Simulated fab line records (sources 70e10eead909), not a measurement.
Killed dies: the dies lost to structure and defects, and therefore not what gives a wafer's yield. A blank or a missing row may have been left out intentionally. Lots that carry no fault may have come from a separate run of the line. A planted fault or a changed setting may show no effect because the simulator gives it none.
What tool caused it?    flow nand_harc    30 wafers from 10 lots sampled at 4 of the route's 1302 steps

WHAT EACH GAUGE READ, for each wafer
NHARC_A_SGD_CUT_INSPECT_25.
lot   measured      on                 raw_defect_count
L699  day 19 20:34  defect_inspect-02  270 342 305
L701  day 20 04:52  defect_inspect-02  365 336 400
L700  day 20 16:41  defect_inspect-01  335 361 377
L710  day 24 19:43  defect_inspect-02  1966 450 563
L714  day 25 17:05  defect_inspect-02  335 481 478
L711  day 25 23:31  defect_inspect-02  322 411 409
L716  day 27 10:01  defect_inspect-01  383 430 364
L717  day 27 10:01  defect_inspect-02  307 334 191
L718  day 27 18:49  defect_inspect-01  280 414 264
L719  day 28 02:55  defect_inspect-02  366 299 428

EACH LOT AND THE TOOL THAT RAN IT (in order: tool; ch and the chambers of the sampled wafers; start)
lot   NHARC_A_STAIRCASE_ETCHBACK_422      NHARC_A_SGD_CUT_ETCH_58             NHARC_A_SGD_CUT_ETCHBACK_24
L699  rie_diel-04 ch 0,2,3, day 19 11:52  rie_diel-06 ch 0,1,3, day 19 14:11  rie_diel-06 ch 1,2,3, day 19 20:19
L701  rie_diel-04 ch 0,1, day 19 19:59    rie_diel-06 ch 0,1, day 19 22:19    rie_diel-11 ch 0,1,3, day 20 04:39
L700  rie_diel-09 ch 1,3, day 20 07:35    rie_diel-12 ch 1,3, day 20 09:56    rie_diel-12 ch 0,2,3, day 20 16:27
L710  rie_diel-09 ch 0,1,2, day 24 10:35  rie_diel-11 ch 0,1,2, day 24 12:55  rie_diel-06 ch 0,1,2, day 24 19:29
L714  rie_diel-04 ch 1,2, day 25 11:15    rie_diel-11 ch 0,3, day 25 13:27    rie_diel-11 ch 1,3, day 25 16:52
L711  rie_diel-08 ch 0,1,3, day 25 11:23  rie_diel-06 ch 2,3, day 25 13:46    rie_diel-11 ch 2,3, day 25 23:16
L716  rie_diel-04 ch 0,2,3, day 27 01:03  rie_diel-11 ch 1,2,3, day 27 03:14  rie_diel-06 ch 1,2,3, day 27 09:49
L717  rie_diel-04 ch 0,1,2, day 27 01:08  rie_diel-06 ch 0,3, day 27 03:26    rie_diel-11 ch 0,2, day 27 09:47
L718  rie_diel-04 ch 0,2,3, day 27 07:06  rie_diel-12 ch 0,1,3, day 27 09:20  rie_diel-06 ch 1,2,3, day 27 18:34
L719  rie_diel-09 ch 0,2,3, day 27 18:14  rie_diel-06 ch 0,1,2, day 27 20:32  rie_diel-12 ch 1,2,3, day 28 02:41
- NHARC_A_STAIRCASE_ETCHBACK_422: etches the open film in CH3F/O2, target depth 40 nm, time 74.286 s.
- NHARC_A_SGD_CUT_ETCH_58: etches the open film in CF4, target depth 39 nm, time 65 s.
- NHARC_A_SGD_CUT_ETCHBACK_24: etches the open film in CH3F/O2, target depth 50 nm, time 92.857 s.

THE ANSWER, worked out from the rows above alone
Rule: usual is defined by the lots themselves. Put in order of their means at a reading, lots are off if they are a third of the lots or fewer, leave a main group of 4 or more, and stand apart from it by a gap of 3 or more times the standard deviation of the main group's means; of several such gaps the widest counts. If all means in a main group match to the digits the tables above print for the reading, that group is not used. A lot without any number at a reading at which 4 lots or more have one is off too. The other lots that the step has rows for count as sound.
Off at NHARC_A_SGD_CUT_INSPECT_25 (raw_defect_count): L710. Mean 355 and standard deviation 45 in the main group.
A tool fits if, at a process step before that reading, it ran every lot that is off, and no sound lot after the first of them. Those tools and the gauges at NHARC_A_SGD_CUT_INSPECT_25 are tried in the same way. No candidate that was tried fits.

WHAT WAS PUT IN BY THE SIMULATOR
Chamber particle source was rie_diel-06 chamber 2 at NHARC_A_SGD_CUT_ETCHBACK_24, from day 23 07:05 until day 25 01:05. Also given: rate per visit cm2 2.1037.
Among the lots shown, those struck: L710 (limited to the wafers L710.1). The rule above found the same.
